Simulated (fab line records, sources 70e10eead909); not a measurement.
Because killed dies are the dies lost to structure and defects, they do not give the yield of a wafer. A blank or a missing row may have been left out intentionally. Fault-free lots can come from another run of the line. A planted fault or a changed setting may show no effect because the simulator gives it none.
Chamber matching    flow nandHarc    cmp-01 running NHARC_A_M0_CMP_23: 3 sister chambers
The step polishes, t overpolish 20 s, target thk 113.75 nm. 6 wafers are shown with their chamber, then 4 later ones without.

== WAFERS WITH THEIR CHAMBER ==
wafer   chamber  timeToEndpointS (s)  motorCurrentA (A)
L078.2  3        30.1                 12.4
L085.5  3        29.0                 10.9
L088.3  0        30.2                 13.1
L088.4  2        32.0                 12.5
L088.6  2        31.0                 11.9
L091.2  0        24.4                 11.9

== WAFERS WITH NO CHAMBER GIVEN ==
wafer   timeToEndpointS (s)  motorCurrentA (A)
L091.3  24.3                 11.9
L091.5  27.6                 12.4
L097.5  29.8                 13.3
L096.2  27.7                 11.8

== CHAMBER TAKEN BY EACH ==
wafer   from the rows above           in truth
L091.3  can't be placed: 0 or 3 or 2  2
L091.5  can't be placed: 0 or 3 or 2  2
L097.5  can't be placed: 0 or 2 or 3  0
L096.2  can't be placed: 3 or 0 or 2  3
Placed correctly: 0 of 4. Cannot be placed on the basis of these rows: 4; the candidates contain the true chamber in 4. Number placed wrongly: 0.
How it was worked out, from the rows above alone: a wafer's distance from a chamber is the root of the sum, over the readings, of the square of ((its reading less the chamber's mean) divided by the reading's scatter). If the next closest chamber is less than 2 further off than the closest, the wafer can't be placed; otherwise it belongs to the closest. Each chamber's mean is taken over the wafers shown for it. The scatter: the root of (the sum of the squares of (reading less its chamber's mean) over the shown wafers, divided by (wafers less chambers)).
